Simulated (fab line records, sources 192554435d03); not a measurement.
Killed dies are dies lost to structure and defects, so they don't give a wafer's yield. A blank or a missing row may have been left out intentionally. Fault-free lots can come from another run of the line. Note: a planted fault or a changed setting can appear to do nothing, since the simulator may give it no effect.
Chamber matching | flow n5-finfet | rie-diel-06 running N5_MOL_CONTACT_COAG_DESCUM_45: 4 sister chambers
The step chemistry O2, time 7 s. 8 wafers are shown with their chamber, then 11 later ones without.

EACH WAFER AND ITS CHAMBER
wafer  | chamber | drypump-motor-current-A (A) | showerhead-plenum-p-Torr (Torr)
L083.2 | 0       | 6.3                         | 2.05
L083.4 | 1       | 4.8                         | 2.05
L089.6 | 0       | 6.3                         | 2.04
L091.3 | 3       | 5.9                         | 2.11
L092.2 | 1       | 4.8                         | 2.04
L092.5 | 3       | 5.8                         | 2.11
L092.6 | 2       | 5.1                         | 2.22
L093.2 | 2       | 5.1                         | 2.22

WAFERS WITHOUT THEIR CHAMBER
wafer  | drypump-motor-current-A (A) | showerhead-plenum-p-Torr (Torr)
L093.4 | 5.1                         | 2.22
L093.5 | 5.9                         | 2.11
L094.1 | 4.8                         | 2.04
L094.4 | 5.1                         | 2.22
L094.6 | 4.8                         | 2.04
L095.1 | 5.1                         | 2.22
L095.3 | 4.8                         | 2.04
L095.4 | 4.8                         | 2.04
L097.2 | 5.1                         | 2.22
L097.5 | 4.8                         | 2.03
L097.6 | 6.2                         | 2.04

WHICH CHAMBER EACH ONE RAN IN
wafer  | from the rows above | in truth
L093.4 | 2                   | 2
L093.5 | 3                   | 3
L094.1 | 1                   | 1
L094.4 | 2                   | 2
L094.6 | 1                   | 1
L095.1 | 2                   | 2
L095.3 | 1                   | 1
L095.4 | 1                   | 1
L097.2 | 2                   | 2
L097.5 | 1                   | 1
L097.6 | 0                   | 0
Correctly placed: 11 of 11. Left unplaced by these rows: 0. 0 placed wrongly.
How it was worked out, from the rows above alone: a wafer's distance from a chamber is the root of the sum, over the readings, of the square of ((its reading less the chamber's mean) divided by the reading's scatter). If the next closest chamber is less than 2 further off than the closest, the wafer can't be placed; otherwise it belongs to the closest. For every chamber, the mean is computed from those of its wafers that are shown. The scatter: the root of (the sum of the squares of (reading less its chamber's mean) over the shown wafers, divided by (wafers less chambers)).
